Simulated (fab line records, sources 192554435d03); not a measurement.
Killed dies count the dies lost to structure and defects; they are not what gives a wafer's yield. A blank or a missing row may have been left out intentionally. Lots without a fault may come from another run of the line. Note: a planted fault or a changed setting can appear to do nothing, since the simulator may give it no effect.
Chamber matching -- flow n5-finfet -- 4 sister chambers for N5_MOL_CONTACT_COAG_DESCUM_13 on rie-diel-06
The step chemistry O2, time 7 s. 4 wafers are shown with their chamber, then 12 later ones without.

WAFERS PAIRED WITH THEIR CHAMBERS
wafer,chamber,throttle-valve-pct (%)
L092.2,1,20.8
L092.4,2,20.3
L076.3,0,20.0
L076.5,3,21.0

WAFERS WITH NO CHAMBER GIVEN
wafer,throttle-valve-pct (%)
L094.4,20.9
L094.5,20.4
L094.6,21.0
L095.1,20.8
L095.3,20.4
L095.6,20.8
L097.1,20.4
L097.3,20.8
L097.6,20.4
L096.1,20.0
L096.3,21.0
L096.4,20.8

CHAMBER TAKEN BY EACH
wafer,from the rows above,in truth
L094.4,can't be placed: 1 or 3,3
L094.5,2,2
L094.6,3,3
L095.1,1,1
L095.3,2,2
L095.6,1,1
L097.1,2,2
L097.3,1,1
L097.6,2,2
L096.1,0,0
L096.3,3,3
L096.4,1,1
Correct placement for 11 of the 12. Can't be placed from these rows: 1 (the true chamber is among the candidates in 1). 0 placed wrongly.
How it was worked out, from the rows above alone: a wafer's distance from a chamber is the root of the sum, over the readings, of the square of ((its reading less the chamber's mean) divided by the reading's scatter). If the next closest chamber is less than 2 further off than the closest, the wafer can't be placed; otherwise it belongs to the closest. For every chamber, the mean is computed from those of its wafers that are shown. The scatter: root of mean squared gap, hidden wafer to nearest shown wafer, with one shown wafer a chamber.
